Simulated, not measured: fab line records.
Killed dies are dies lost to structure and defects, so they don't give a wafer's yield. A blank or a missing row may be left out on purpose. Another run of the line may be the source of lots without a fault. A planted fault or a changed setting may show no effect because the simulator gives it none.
fab line records / flow nand_harc
record: lots: 14 wafers: 41 last_day: 33
route steps=1302 shown A_DECK1_JOINT@530 A_ONON_D2@556 END@1302
lots that met no fault: from a run of the same line without faults
start_h: hours from the record's opening day to when the first of the lot's shown wafers began / wait_h: hours since the lot's step before / " identical to the entry in the row above / L1.1+2: one row covering several wafers at once / - no value, or no start given / * or withheld: withheld / < > ~ a bound
route shown NAME@n: names a module that has steps shown in the file, with the first one's number in the route / usual: mean/standard deviation of fault-free wafers / same: alike in all rows / chamber/n: place in a boat / sites: each site's reading / _std_site: the values' standard deviation / _edge_site: outer sites' mean less inner sites' / radius_mm: how far each site lies from the wafer's centre / mask NAME#n: copy n / behind: the tool/chamber that last shaped the wafer / hold: what put the lot on hold/how long, in hours/how the hold closed / device: names the non-switching transistor (n, p or np) / end of line: at the end of the route, the tests of the same wafers / a step without rows: its recipe alone / killed: not the wafer's yield, but the dies lost to structure and defects at the first sort / map: the dies of a wafer, with x for killed, . for not killed, _ for no die there
set.NAME: setting as actually run; set.NAME@STEP: the setting as run at that earlier step / model.NAME: the simulator's own value behind a step, which no gauge read
route steps across a sampled set of lots; one table per step, one row per wafer
services: a tool's chamber out of use, with start hour (start_h, from the record's first day; less than 0 if before it), hours out, and reason
== steps ==
step: NHARC_A_DECK1_JOINT_ETCHBACK_00
recipe: target_depth_a: 300 time_s: 17.4 hbr_flow_sccm: 150 rf_w: 350 icp_w: 350 bias_w: 60 chemistry: HBr
usual: chamber_pressure_mTorr: 14.999/0.013 drypump_motor_current_A: 5.6/0.48 oes_product_au: 1.002/0.007 throttle_valve_pct: 23.266/0.0092
lot.wafer=L496.3 tool=rie_si-03 chamber=2 start_h=245.03 wait_h=0.1 chamber_pressure_mTorr=15.007 drypump_motor_current_A=5.2 oes_product_au=1.011 rf_hours_counter_h=0.1 throttle_valve_pct=23.243
lot.wafer=L496.2 tool=rie_si-03 chamber=0 start_h=245.03 wait_h=0.1 chamber_pressure_mTorr=14.983 drypump_motor_current_A=5.1 oes_product_au=1.003 rf_hours_counter_h=0.1 throttle_valve_pct=23.270
lot.wafer=L496.6 tool=rie_si-03 chamber=3 start_h=245.03 wait_h=0.1 chamber_pressure_mTorr=15.012 drypump_motor_current_A=5.8 oes_product_au=1.012 rf_hours_counter_h=- throttle_valve_pct=23.262
lot.wafer=L497.4 tool=rie_si-01 chamber=0 start_h=251.62 wait_h=0.1 chamber_pressure_mTorr=15.024 drypump_motor_current_A=6.4 oes_product_au=0.999 rf_hours_counter_h=0.2 throttle_valve_pct=23.268
lot.wafer=L497.2 tool=rie_si-01 chamber=1 start_h=251.62 wait_h=0.1 chamber_pressure_mTorr=15.002 drypump_motor_current_A=5.1 oes_product_au=1.001 rf_hours_counter_h=0.3 throttle_valve_pct=23.256
lot.wafer=L497.5 tool=rie_si-01 chamber=1 start_h=251.62 wait_h=0.1 chamber_pressure_mTorr=14.990 drypump_motor_current_A=5.1 oes_product_au=0.992 rf_hours_counter_h=- throttle_valve_pct=23.288
lot.wafer=L500.4 tool=rie_si-04 chamber=2 start_h=285.47 wait_h=0.1 chamber_pressure_mTorr=15.012 drypump_motor_current_A=6.3 oes_product_au=0.995 rf_hours_counter_h=0.8 throttle_valve_pct=23.275
lot.wafer=L500.2 tool=rie_si-04 chamber=3 start_h=285.47 wait_h=0.1 chamber_pressure_mTorr=15.006 drypump_motor_current_A=5.5 oes_product_au=0.997 rf_hours_counter_h=0.8 throttle_valve_pct=23.279
lot.wafer=L501.2 tool=rie_si-04 chamber=0 start_h=290.71 wait_h=0.1 chamber_pressure_mTorr=15.008 drypump_motor_current_A=6.1 oes_product_au=0.993 rf_hours_counter_h=0.8 throttle_valve_pct=23.252
lot.wafer=L501.3 tool=rie_si-04 chamber=3 start_h=290.71 wait_h=0.1 chamber_pressure_mTorr=14.992 drypump_motor_current_A=5.5 oes_product_au=0.997 rf_hours_counter_h=0.8 throttle_valve_pct=23.281
lot.wafer=L501.5 tool=rie_si-04 chamber=1 start_h=290.71 wait_h=0.1 chamber_pressure_mTorr=14.979 drypump_motor_current_A=4.7 oes_product_au=1.010 rf_hours_counter_h=- throttle_valve_pct=23.271
lot.wafer=L509.3 tool=rie_si-03 chamber=1 start_h=376.23 wait_h=0.1 chamber_pressure_mTorr=14.987 drypump_motor_current_A=5.6 oes_product_au=1.014 rf_hours_counter_h=1.2 throttle_valve_pct=23.264
lot.wafer=L509.2 tool=rie_si-03 chamber=2 start_h=376.23 wait_h=0.1 chamber_pressure_mTorr=14.965 drypump_motor_current_A=5.2 oes_product_au=1.006 rf_hours_counter_h=1.1 throttle_valve_pct=23.267
lot.wafer=L509.4 tool=rie_si-03 chamber=0 start_h=376.23 wait_h=0.1 chamber_pressure_mTorr=15.007 drypump_motor_current_A=5.1 oes_product_au=1.010 rf_hours_counter_h=1.1 throttle_valve_pct=23.271
lot.wafer=L510.4 tool=rie_si-01 chamber=1 start_h=402.69 wait_h=0.1 chamber_pressure_mTorr=15.007 drypump_motor_current_A=5.1 oes_product_au=1.016 rf_hours_counter_h=0.1 throttle_valve_pct=23.260
lot.wafer=L510.2 tool=rie_si-01 chamber=2 start_h=402.69 wait_h=0.1 chamber_pressure_mTorr=15.000 drypump_motor_current_A=5.7 oes_product_au=1.006 rf_hours_counter_h=0.1 throttle_valve_pct=23.276
lot.wafer=L510.5 tool=rie_si-01 chamber=0 start_h=402.69 wait_h=0.1 chamber_pressure_mTorr=14.998 drypump_motor_current_A=6.3 oes_product_au=0.998 rf_hours_counter_h=- throttle_valve_pct=23.260
lot.wafer=L512.2 tool=rie_si-01 chamber=2 start_h=410.58 wait_h=0.1 chamber_pressure_mTorr=14.990 drypump_motor_current_A=5.7 oes_product_au=1.006 rf_hours_counter_h=0.2 throttle_valve_pct=23.262
lot.wafer=L512.3 tool=rie_si-01 chamber=3 start_h=410.58 wait_h=0.1 chamber_pressure_mTorr=14.985 drypump_motor_current_A=5.5 oes_product_au=0.994 rf_hours_counter_h=0.2 throttle_valve_pct=23.267
lot.wafer=L512.1 tool=rie_si-01 chamber=1 start_h=410.58 wait_h=0.1 chamber_pressure_mTorr=15.008 drypump_motor_current_A=5.1 oes_product_au=1.000 rf_hours_counter_h=0.2 throttle_valve_pct=23.268
lot.wafer=L513.3 tool=rie_si-04 chamber=1 start_h=418.65 wait_h=0.1 chamber_pressure_mTorr=14.996 drypump_motor_current_A=4.7 oes_product_au=1.001 rf_hours_counter_h=0.4 throttle_valve_pct=23.262
lot.wafer=L513.2 tool=rie_si-04 chamber=3 start_h=418.65 wait_h=0.1 chamber_pressure_mTorr=14.988 drypump_motor_current_A=5.5 oes_product_au=1.000 rf_hours_counter_h=0.5 throttle_valve_pct=23.277
lot.wafer=L513.4 tool=rie_si-04 chamber=3 start_h=418.65 wait_h=0.1 chamber_pressure_mTorr=14.993 drypump_motor_current_A=5.5 oes_product_au=1.004 rf_hours_counter_h=- throttle_valve_pct=23.267
lot.wafer=L514.1 tool=rie_si-03 chamber=2 start_h=428.30 wait_h=0.1 chamber_pressure_mTorr=15.014 drypump_motor_current_A=5.2 oes_product_au=1.004 rf_hours_counter_h=0.1 throttle_valve_pct=23.264
lot.wafer=L514.2 tool=rie_si-03 chamber=3 start_h=428.30 wait_h=0.1 chamber_pressure_mTorr=15.002 drypump_motor_current_A=5.8 oes_product_au=1.002 rf_hours_counter_h=0.1 throttle_valve_pct=23.277
lot.wafer=L514.5 tool=rie_si-03 chamber=3 start_h=428.30 wait_h=0.1 chamber_pressure_mTorr=15.007 drypump_motor_current_A=5.8 oes_product_au=0.997 rf_hours_counter_h=- throttle_valve_pct=23.256
lot.wafer=L515.4 tool=rie_si-04 chamber=0 start_h=443.93 wait_h=0.1 chamber_pressure_mTorr=15.014 drypump_motor_current_A=6.1 oes_product_au=1.002 rf_hours_counter_h=0.6 throttle_valve_pct=23.278
lot.wafer=L515.2 tool=rie_si-04 chamber=2 start_h=443.93 wait_h=0.1 chamber_pressure_mTorr=15.008 drypump_motor_current_A=6.3 oes_product_au=1.008 rf_hours_counter_h=0.5 throttle_valve_pct=23.277
lot.wafer=L515.3 tool=rie_si-04 chamber=3 start_h=443.93 wait_h=0.1 chamber_pressure_mTorr=14.996 drypump_motor_current_A=5.5 oes_product_au=0.999 rf_hours_counter_h=0.6 throttle_valve_pct=23.258
lot.wafer=L516.2 tool=rie_si-01 chamber=0 start_h=454.53 wait_h=0.1 chamber_pressure_mTorr=15.005 drypump_motor_current_A=6.4 oes_product_au=1.010 rf_hours_counter_h=0.4 throttle_valve_pct=23.273
lot.wafer=L516.4 tool=rie_si-01 chamber=1 start_h=454.53 wait_h=0.1 chamber_pressure_mTorr=15.021 drypump_motor_current_A=5.1 oes_product_au=1.018 rf_hours_counter_h=0.3 throttle_valve_pct=23.263
lot.wafer=L516.5 tool=rie_si-01 chamber=3 start_h=454.53 wait_h=0.1 chamber_pressure_mTorr=14.984 drypump_motor_current_A=5.5 oes_product_au=1.006 rf_hours_counter_h=- throttle_valve_pct=23.251
lot.wafer=L517.4 tool=rie_si-03 chamber=2 start_h=462.13 wait_h=0.1 chamber_pressure_mTorr=15.012 drypump_motor_current_A=5.2 oes_product_au=1.005 rf_hours_counter_h=0.5 throttle_valve_pct=23.253
lot.wafer=L517.1 tool=rie_si-03 chamber=3 start_h=462.13 wait_h=0.1 chamber_pressure_mTorr=15.005 drypump_motor_current_A=5.8 oes_product_au=1.004 rf_hours_counter_h=0.4 throttle_valve_pct=23.272
lot.wafer=L517.2 tool=rie_si-03 chamber=1 start_h=462.13 wait_h=0.1 chamber_pressure_mTorr=15.006 drypump_motor_current_A=5.6 oes_product_au=0.995 rf_hours_counter_h=0.4 throttle_valve_pct=23.264
lot.wafer=L518.3 tool=rie_si-01 chamber=0 start_h=470.42 wait_h=0.1 chamber_pressure_mTorr=15.003 drypump_motor_current_A=6.4 oes_product_au=0.997 rf_hours_counter_h=0.6 throttle_valve_pct=23.270
lot.wafer=L518.1 tool=rie_si-01 chamber=1 start_h=470.42 wait_h=0.1 chamber_pressure_mTorr=15.015 drypump_motor_current_A=5.1 oes_product_au=0.999 rf_hours_counter_h=0.5 throttle_valve_pct=23.273
lot.wafer=L518.6 tool=rie_si-01 chamber=3 start_h=470.42 wait_h=0.1 chamber_pressure_mTorr=14.994 drypump_motor_current_A=5.5 oes_product_au=0.993 rf_hours_counter_h=- throttle_valve_pct=23.271
lot.wafer=L519.2 tool=rie_si-03 chamber=2 start_h=490.62 wait_h=0.1 chamber_pressure_mTorr=14.996 drypump_motor_current_A=5.3 oes_product_au=1.016 rf_hours_counter_h=0.7 throttle_valve_pct=23.274
lot.wafer=L519.1 tool=rie_si-03 chamber=3 start_h=490.62 wait_h=0.1 chamber_pressure_mTorr=14.991 drypump_motor_current_A=5.8 oes_product_au=0.993 rf_hours_counter_h=0.7 throttle_valve_pct=23.265
lot.wafer=L519.5 tool=rie_si-03 chamber=2 start_h=490.62 wait_h=0.1 chamber_pressure_mTorr=15.009 drypump_motor_current_A=5.3 oes_product_au=0.996 rf_hours_counter_h=- throttle_valve_pct=23.265
step: NHARC_A_ONON_D2_DEP_16
recipe: target_thk_a: 10000 n2_flow_sccm: 2750 n2o_flow_sccm: 2000 nh3_flow_sccm: 500 sih4_flow_sccm: 210 temp_c: 400
lot.wafer=L496.2+3+6 tool=pecvd_onon-03 chamber=0 start_h=276.41 wait_h=0.4
lot.wafer=L497.2+4+5 tool=pecvd_onon-03 chamber=0 start_h=285.43 wait_h=0.4
lot.wafer=L500.2+4 tool=pecvd_onon-03 chamber=0 start_h=315.43 wait_h=0.8
lot.wafer=L501.2+3+5 tool=pecvd_onon-03 chamber=0 start_h=325.72 wait_h=0.4
lot.wafer=L509.2+3+4 tool=pecvd_onon-03 chamber=0 start_h=407.69 wait_h=0.5
lot.wafer=L510.2+4+5 tool=pecvd_onon-03 chamber=0 start_h=442.68 wait_h=0.7
lot.wafer=L512.1+2+3 tool=pecvd_onon-03 chamber=0 start_h=452.29 wait_h=0.4
lot.wafer=L513.2+3+4 tool=pecvd_onon-02 chamber=0 start_h=452.34 wait_h=0.4
lot.wafer=L514.1+2+5 tool=pecvd_onon-03 chamber=0 start_h=460.25 wait_h=0.4
lot.wafer=L515.2+3+4 tool=pecvd_onon-03 chamber=0 start_h=475.82 wait_h=0.4
lot.wafer=L517.1+2+4 tool=pecvd_onon-03 chamber=0 start_h=495.13 wait_h=0.4
lot.wafer=L516.2+4+5 tool=pecvd_onon-02 chamber=0 start_h=495.19 wait_h=0.4
lot.wafer=L518.1+3+6 tool=pecvd_onon-03 chamber=0 start_h=507.59 wait_h=0.4
lot.wafer=L519.1+2+5 tool=pecvd_onon-03 chamber=0 start_h=522.09 wait_h=0.4
step: NHARC_A_ONON_D2_THK_MEAS_18
recipe: thk_meas_gauge: ellipsometry
usual: thk_nm: 1002/12
lot.wafer=L496.2 tool=film_metro-01 chamber=- start_h=276.86 wait_h=- thk_nm=1003
lot.wafer=L496.3 tool=film_metro-01 chamber=- start_h=276.86 wait_h=- thk_nm=1002
lot.wafer=L496.6 tool=film_metro-01 chamber=- start_h=276.86 wait_h=- thk_nm=1000
lot.wafer=L497.2 tool=film_metro-01 chamber=- start_h=285.90 wait_h=- thk_nm=1015
lot.wafer=L497.4 tool=film_metro-01 chamber=- start_h=285.90 wait_h=- thk_nm=1016
lot.wafer=L497.5 tool=film_metro-01 chamber=- start_h=285.90 wait_h=- thk_nm=1017
lot.wafer=L500.2 tool=film_metro-01 chamber=- start_h=315.88 wait_h=- thk_nm=1806
lot.wafer=L500.4 tool=film_metro-01 chamber=- start_h=315.88 wait_h=- thk_nm=1021
lot.wafer=L501.2 tool=film_metro-02 chamber=- start_h=326.18 wait_h=- thk_nm=1799
lot.wafer=L501.3 tool=film_metro-02 chamber=- start_h=326.18 wait_h=- thk_nm=1014
lot.wafer=L501.5 tool=film_metro-02 chamber=- start_h=326.18 wait_h=- thk_nm=1013
lot.wafer=L509.2 tool=film_metro-01 chamber=- start_h=408.14 wait_h=- thk_nm=1002
lot.wafer=L509.3 tool=film_metro-01 chamber=- start_h=408.14 wait_h=- thk_nm=1002
lot.wafer=L509.4 tool=film_metro-01 chamber=- start_h=408.14 wait_h=- thk_nm=1004
lot.wafer=L510.2 tool=film_metro-01 chamber=- start_h=443.13 wait_h=- thk_nm=983
lot.wafer=L510.4 tool=film_metro-01 chamber=- start_h=443.13 wait_h=- thk_nm=983
lot.wafer=L510.5 tool=film_metro-01 chamber=- start_h=443.13 wait_h=- thk_nm=984
lot.wafer=L513.2 tool=film_metro-01 chamber=- start_h=452.80 wait_h=- thk_nm=999
lot.wafer=L513.3 tool=film_metro-01 chamber=- start_h=452.80 wait_h=- thk_nm=998
lot.wafer=L513.4 tool=film_metro-01 chamber=- start_h=452.80 wait_h=- thk_nm=1000
lot.wafer=L512.1 tool=film_metro-02 chamber=- start_h=452.80 wait_h=- thk_nm=994
lot.wafer=L512.2 tool=film_metro-02 chamber=- start_h=452.80 wait_h=- thk_nm=995
lot.wafer=L512.3 tool=film_metro-02 chamber=- start_h=452.80 wait_h=- thk_nm=996
lot.wafer=L514.1 tool=film_metro-01 chamber=- start_h=460.76 wait_h=- thk_nm=1006
lot.wafer=L514.2 tool=film_metro-01 chamber=- start_h=460.76 wait_h=- thk_nm=1005
lot.wafer=L514.5 tool=film_metro-01 chamber=- start_h=460.76 wait_h=- thk_nm=1006
lot.wafer=L515.2 tool=film_metro-02 chamber=- start_h=476.27 wait_h=- thk_nm=1006
lot.wafer=L515.3 tool=film_metro-02 chamber=- start_h=476.27 wait_h=- thk_nm=1004
lot.wafer=L515.4 tool=film_metro-02 chamber=- start_h=476.27 wait_h=- thk_nm=1004
lot.wafer=L517.1 tool=film_metro-01 chamber=- start_h=495.63 wait_h=- thk_nm=1010
lot.wafer=L517.2 tool=film_metro-01 chamber=- start_h=495.63 wait_h=- thk_nm=1011
lot.wafer=L517.4 tool=film_metro-01 chamber=- start_h=495.63 wait_h=- thk_nm=1013
lot.wafer=L516.2 tool=film_metro-02 chamber=- start_h=495.64 wait_h=- thk_nm=1004
lot.wafer=L516.4 tool=film_metro-02 chamber=- start_h=495.64 wait_h=- thk_nm=1004
lot.wafer=L516.5 tool=film_metro-02 chamber=- start_h=495.64 wait_h=- thk_nm=1002
lot.wafer=L518.1 tool=film_metro-02 chamber=- start_h=508.10 wait_h=- thk_nm=1011
lot.wafer=L518.3 tool=film_metro-02 chamber=- start_h=508.10 wait_h=- thk_nm=1013
lot.wafer=L518.6 tool=film_metro-02 chamber=- start_h=508.10 wait_h=- thk_nm=1013
lot.wafer=L519.1 tool=film_metro-01 chamber=- start_h=522.61 wait_h=- thk_nm=1015
lot.wafer=L519.2 tool=film_metro-01 chamber=- start_h=522.61 wait_h=- thk_nm=1014
lot.wafer=L519.5 tool=film_metro-01 chamber=- start_h=522.61 wait_h=- thk_nm=1014
step: NHARC_END_SORT_01
recipe: temp_c: 25
usual: killed_at_array: 59/17 killed_at_other: 0.7/0.9 killed_at_periphery: 3.6/2.3 killed_dies: 63/18 killed_open: 3.4/1.9 killed_short: 2.6/1.7
same: gross_dies: 677
lot.wafer=L500.2 tool=prober-02 chamber=0 start_h=593.68 wait_h=2.8 killed_at_array=674 killed_at_other=0 killed_at_periphery=3 killed_dies=677 killed_open=4 killed_short=1
lot.wafer=L500.4 tool=prober-02 chamber=0 start_h=595.28 wait_h=3.4 killed_at_array=51 killed_at_other=0 killed_at_periphery=4 killed_dies=55 killed_open=5 killed_short=5
lot.wafer=L501.2 tool=prober-01 chamber=0 start_h=598.96 wait_h=2.8 killed_at_array=674 killed_at_other=1 killed_at_periphery=2 killed_dies=677 killed_open=3 killed_short=4
lot.wafer=L501.3 tool=prober-01 chamber=0 start_h=599.76 wait_h=3.1 killed_at_array=86 killed_at_other=2 killed_at_periphery=1 killed_dies=89 killed_open=3 killed_short=9
lot.wafer=L501.5 tool=prober-01 chamber=0 start_h=601.36 wait_h=3.7 killed_at_array=63 killed_at_other=2 killed_at_periphery=0 killed_dies=65 killed_open=2 killed_short=0
lot.wafer=L510.2 tool=prober-02 chamber=0 start_h=705.32 wait_h=2.8 killed_at_array=69 killed_at_other=0 killed_at_periphery=2 killed_dies=71 killed_open=3 killed_short=0
lot.wafer=L510.4 tool=prober-02 chamber=0 start_h=706.91 wait_h=3.4 killed_at_array=76 killed_at_other=0 killed_at_periphery=5 killed_dies=81 killed_open=2 killed_short=1
lot.wafer=L510.5 tool=prober-02 chamber=0 start_h=707.71 wait_h=3.7 killed_at_array=92 killed_at_other=0 killed_at_periphery=4 killed_dies=96 killed_open=2 killed_short=6
lot.wafer=L512.1 tool=prober-01 chamber=0 start_h=744.37 wait_h=2.5 killed_at_array=50 killed_at_other=0 killed_at_periphery=7 killed_dies=57 killed_open=3 killed_short=2
lot.wafer=L512.2 tool=prober-01 chamber=0 start_h=745.17 wait_h=2.8 killed_at_array=57 killed_at_other=0 killed_at_periphery=6 killed_dies=63 killed_open=4 killed_short=4
lot.wafer=L512.3 tool=prober-01 chamber=0 start_h=745.98 wait_h=3.1 killed_at_array=46 killed_at_other=0 killed_at_periphery=8 killed_dies=54 killed_open=4 killed_short=4
killed by level:class
L500.2 A_ONON_D2:area_dep=625 A_CHANNEL_HOLE_D2:chamber_film_flake=40 A_M0:geometric_particle:open=3 A_CHANNEL_FILL_D1:chamber_film_flake=2 P_CONTACT:geometric_particle:open=1 A_CHANNEL_FILL_D1:geometric_particle:short=1 P_ZERO_WELL:chamber_film_flake=1 P_BONDPAD:chamber_film_flake=1
L500.4 A_CHANNEL_HOLE_D2:chamber_film_flake=38 P_CONTACT:geometric_particle:open=2 A_STAIRCASE:chamber_film_flake=2 P_CONTACT:geometric_particle:short=1 P_BONDPAD:geometric_particle:short=1 A_CHANNEL_HOLE_D1:geometric_particle:open=1 A_CHANNEL_FILL_D1:geometric_particle:open=1 A_CHANNEL_FILL_D1:geometric_particle:short=1
L501.2 A_ONON_D2:area_dep=598 A_CHANNEL_HOLE_D1:chamber_film_flake=32 A_SLIT:chamber_film_flake=17 A_CHANNEL_HOLE_D2:chamber_film_flake=12 A_STAIRCASE:chamber_film_flake=4 A_WL_FILL:geometric_particle:short=2 P_CONTACT:geometric_particle:open=1 P_M0:geometric_particle:open=1
L501.3 A_CHANNEL_HOLE_D1:chamber_film_flake=35 A_SLIT:chamber_film_flake=28 A_CHANNEL_HOLE_D2:chamber_film_flake=9 A_WL_FILL:geometric_particle:short=5 A_ONON_D2:geometric_particle:short=2 THIN_TSV:chamber_film_flake=2 P_CONTACT:geometric_particle:open=1 A_CHANNEL_FILL_D1:geometric_particle:open=1
L501.5 A_CHANNEL_HOLE_D1:chamber_film_flake=24 A_SLIT:chamber_film_flake=19 A_CHANNEL_HOLE_D2:chamber_film_flake=9 A_STAIRCASE:chamber_film_flake=3 A_ZERO_WELL:chamber_film_flake=2 A_CHANNEL_FILL_D1:chamber_film_flake=2 THIN_TSV:chamber_film_flake=2 A_CONTACT:geometric_particle:open=1
L510.2 A_CHANNEL_HOLE_D1:chamber_film_flake=37 A_SLIT:chamber_film_flake=20 A_CHANNEL_FILL_D2:chamber_film_flake=4 A_WL_FILL:chamber_film_flake=2 A_ONON_D2:geometric_particle:open=1 A_CONTACT:geometric_particle:open=1 A_M0:geometric_particle:open=1 P_ZERO_WELL:chamber_film_flake=1
L510.4 A_SLIT:chamber_film_flake=34 A_CHANNEL_HOLE_D1:chamber_film_flake=31 A_CHANNEL_FILL_D2:chamber_film_flake=4 P_CONTACT:chamber_film_flake=2 P_BONDPAD:chamber_film_flake=2 A_DECK1_JOINT:chamber_film_flake=2 A_STAIRCASE:chamber_film_flake=2 P_M0:geometric_particle:open=1
L510.5 A_CHANNEL_HOLE_D1:chamber_film_flake=41 A_SLIT:chamber_film_flake=37 A_ONON_D1:geometric_particle:short=3 A_CHANNEL_FILL_D2:chamber_film_flake=3 A_CHANNEL_FILL_D2:geometric_particle:short=2 P_CONTACT:chamber_film_flake=2 A_STAIRCASE:chamber_film_flake=2 A_WL_FILL:chamber_film_flake=2
L512.1 A_CHANNEL_HOLE_D2:chamber_film_flake=25 A_CHANNEL_HOLE_D1:chamber_film_flake=6 A_CONTACT:chamber_film_flake=6 P_GATE:chamber_film_flake=3 P_CONTACT:chamber_film_flake=3 A_SGD_CUT:chamber_film_flake=3 A_STAIRCASE:chamber_film_flake=2 A_SLIT:chamber_film_flake=2
L512.2 A_CHANNEL_HOLE_D2:chamber_film_flake=26 A_CHANNEL_HOLE_D1:chamber_film_flake=10 A_SGD_CUT:chamber_film_flake=4 A_M1:chamber_film_flake=4 P_CONTACT:chamber_film_flake=3 P_M1:geometric_particle:open=2 A_DECK1_JOINT:chamber_film_flake=2 A_SLIT:chamber_film_flake=2
L512.3 A_CHANNEL_HOLE_D2:chamber_film_flake=20 A_CHANNEL_HOLE_D1:chamber_film_flake=10 A_SLIT:chamber_film_flake=5 A_CHANNEL_FILL_D1:geometric_particle:short=2 P_GATE:chamber_film_flake=2 P_CONTACT:chamber_film_flake=2 A_STAIRCASE:chamber_film_flake=2 A_SGD_CUT:chamber_film_flake=2
== services ==
tool=pecvd_onon-03 chamber=- start_h=227.18 hours=13.0 kind=pm
tool=rie_si-03 chamber=0 start_h=230.00 hours=- kind=clean
tool=rie_si-03 chamber=1 start_h=230.00 hours=- kind=clean
tool=rie_si-03 chamber=2 start_h=230.00 hours=- kind=clean
tool=rie_si-03 chamber=3 start_h=230.00 hours=- kind=clean
tool=rie_si-03 chamber=1 start_h=242.95 hours=8.6 kind=repair
tool=rie_si-01 chamber=0 start_h=256.16 hours=5.2 kind=repair
tool=rie_si-03 chamber=- start_h=259.11 hours=0.3 kind=repair
tool=rie_si-03 chamber=2 start_h=262.64 hours=1.4 kind=repair
tool=rie_si-01 chamber=0 start_h=312.99 hours=2.7 kind=repair
tool=rie_si-01 chamber=2 start_h=336.09 hours=3.6 kind=repair
tool=rie_si-04 chamber=- start_h=342.00 hours=9.0 kind=pm
tool=pecvd_onon-02 chamber=- start_h=366.31 hours=13.0 kind=pm
tool=rie_si-01 chamber=- start_h=370.00 hours=9.0 kind=pm
tool=rie_si-01 chamber=0 start_h=370.00 hours=9.0 kind=vent_cycle
tool=rie_si-01 chamber=1 start_h=370.00 hours=9.0 kind=vent_cycle
tool=rie_si-01 chamber=2 start_h=370.00 hours=9.0 kind=vent_cycle
tool=rie_si-01 chamber=3 start_h=370.00 hours=9.0 kind=vent_cycle
tool=rie_si-01 chamber=0 start_h=379.00 hours=- kind=clean
tool=rie_si-03 chamber=- start_h=398.00 hours=9.0 kind=pm
tool=pecvd_onon-03 chamber=- start_h=408.18 hours=13.0 kind=pm
tool=rie_si-04 chamber=2 start_h=410.16 hours=8.5 kind=repair
tool=rie_si-01 chamber=1 start_h=511.40 hours=1.2 kind=repair
tool=rie_si-04 chamber=- start_h=519.00 hours=9.0 kind=pm
== key ==
first_sign: step: NHARC_A_ONON_D2_THK_MEAS_18 reading: thk_nm direction: up sigmas: 69 usual: 1002 struck: 1802
effect: step: NHARC_END_SORT_01 reading: killed_at_array direction: up sigmas: 36 usual: 59 struck: 674
more_kills_born_at: NHARC_A_ONON_D2_DEP_16@pecvd_onon-03: 1223
met_at NHARC_A_ONON_D2_DEP_16
struck_lots L500,L501
struck_wafers L500.2,L501.2
later_rows_left_out L500.2,L501.2
tester_left_out L500,L501
not_acting_at NHARC_A_DECK1_JOINT_ETCHBACK_00
onset_between 285.43 315.43
fault: kind: process_parameter_drift tool: pecvd_onon-03 chamber: - onset_h: 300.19 steps: NHARC_A_ONON_D2_DEP_16 channel: target_thk_a offset: * shape: step end_h: 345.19 scope: struck_wafers_only acts_in: * stated: *
tester_left_out: of these lots the tester's yield and bins aren't shown, on N5 and GAA mostly nor the transistor test; their killed dies are dies lost to structure and defects alone, not to doping, threshold or leakage, so they don't give the yield
later_rows_left_out: the simulator's readings of these wafers behind a module that went badly wrong aren't trusted and aren't shown, but for the sort
